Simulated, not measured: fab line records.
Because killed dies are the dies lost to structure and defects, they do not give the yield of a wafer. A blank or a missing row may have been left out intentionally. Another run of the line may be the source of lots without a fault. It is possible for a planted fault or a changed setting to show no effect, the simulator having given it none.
3 desks, one fault	flow n5-finfet	each desk has only its own numbers; what lay behind them comes last

THE DEFECT DESK
Per lot, the means of the sampled wafers with a number show what the inspections along the route counted. Any lot whose mean is over 4 standard deviations away from the usual mean is out of limits and marked OUT; that distance is given in the brackets.
Columns: A = raw-defect-count at N5_BEOL_M0_INSPECT_127, usual 66
lot	first seen here	A
L633	day 5 22:36	79
L634	day 6 07:07	80
L635	day 6 16:29	67
L637	day 6 20:49	100
L638	day 7 06:02	84
L639	day 7 19:58	41
L644	day 9 04:55	77
L652	day 10 22:14	91
L654	day 11 07:58	66
L656	day 12 14:14	52
Finding of this desk: none of the 10 lots has anything out of limits.

FROM THE METROLOGY DESK
What the gauges read, lot by lot, whatever tool the lot ran on: means of the sampled wafers that have a number. Any lot whose mean is over 4 standard deviations away from the usual mean is out of limits and marked OUT; that distance is given in the brackets. Shown here are 7 of its 10 readings, the ones lying furthest out on some lot.
Columns: A = DIBL_P at N5_BEOL_M4_RC_MEAS_101, usual 36.8 mV/V; B = IOFF_P at N5_BEOL_M4_RC_MEAS_101, usual 0.206 nA/um; C = ION_P at N5_BEOL_M4_RC_MEAS_101, usual 462 uA/um; D = SS_N at N5_BEOL_M4_RC_MEAS_101, usual 71.6 mV/dec; E = SS_P at N5_BEOL_M4_RC_MEAS_101, usual 73.3 mV/dec; F = VT_N at N5_BEOL_M4_RC_MEAS_101, usual 248.8 mV; G = VT_P at N5_BEOL_M4_RC_MEAS_101, usual -251 mV
lot	first seen here	A	B	C	D	E	F	G
L633	day 9 01:16	35.4	0.167	458	70.6	73.0	250.7	-256
L635	day 9 04:16	34.7	0.198	461	72.0	73.3	246.0	-250
L634	day 9 09:15	36.3	0.201	454	71.4	73.2	248.7	-253
L638	day 10 06:55	38.1	0.219	469	71.7	72.7	249.6	-249
L637	day 10 13:31	39.2	0.229	464	72.4	74.1	247.7	-252
L639	day 10 17:35	38.5	0.245	464	71.8	74.0	246.1	-249
L644	day 12 00:11	36.5	0.219	467	71.5	73.4	247.6	-250
L652	day 13 18:54	35.4	0.229	468	71.6	72.9	248.2	-248
L654	day 15 03:05	36.9	0.174	451	71.3	73.6	248.0	-256
L656	day 15 13:02	37.6	0.180	459	71.2	72.8	252.8	-252
Finding of this desk: none of the 10 lots has anything out of limits.

THE TOOL OWNER'S DESK: litho-track-02
The tool's own readings at N5_BEOL_M1_COAT_76 (time 60 s, resist thk 5 nm): means of the sampled wafers that have a number, for each lot that ran on this tool. Any lot whose mean is over 4 standard deviations away from the usual mean is out of limits and marked OUT; that distance is given in the brackets.
Columns: A = plate-temp-C at N5_BEOL_M1_COAT_76, usual 204.99 C; B = spin-speed-rpm at N5_BEOL_M1_COAT_76, usual 1500.0 rpm
lot	first seen here	A	B
L633	day 6 01:34	205.03	1500.9
L634	day 6 10:16	205.04	1500.3
L637	day 6 23:29	205.00	1500.6
L638	day 7 08:27	204.89	1499.2
L639	day 7 23:25	204.92	1616.9 (+99 or more) OUT
L644	day 9 08:19	204.84	1616.8 (+99 or more) OUT
L656	day 12 16:29	204.70	1500.5
This desk's verdict: out of limits on L639, L644, starting with L639 at day 7 23:25 (spin-speed-rpm at N5_BEOL_M1_COAT_76). L633, L634, L637, L638, L656 stayed within limits.

PUT TOGETHER
The tool owner's desk could have raised an alarm at day 7 23:25, on L639, L644.
Nothing out of limits was seen by the defect desk.
At the metrology desk, nothing out of limits was observed.
The defect desk has L639, L644 on record, within its limits.
The metrology desk has L639, L644 on record, within its limits.
Of the lots named, all ran N5_BEOL_M1_COAT_76 on litho-track-02.

WHAT THE SIMULATOR PUT IN
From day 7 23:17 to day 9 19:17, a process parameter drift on litho-track-02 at N5_BEOL_M1_COAT_76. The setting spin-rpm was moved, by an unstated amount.
Struck lots among those shown: L639, L644.
How many hours passed from the start of the fault until each desk's first out-of-limits reading: the tool owner's desk, 0.
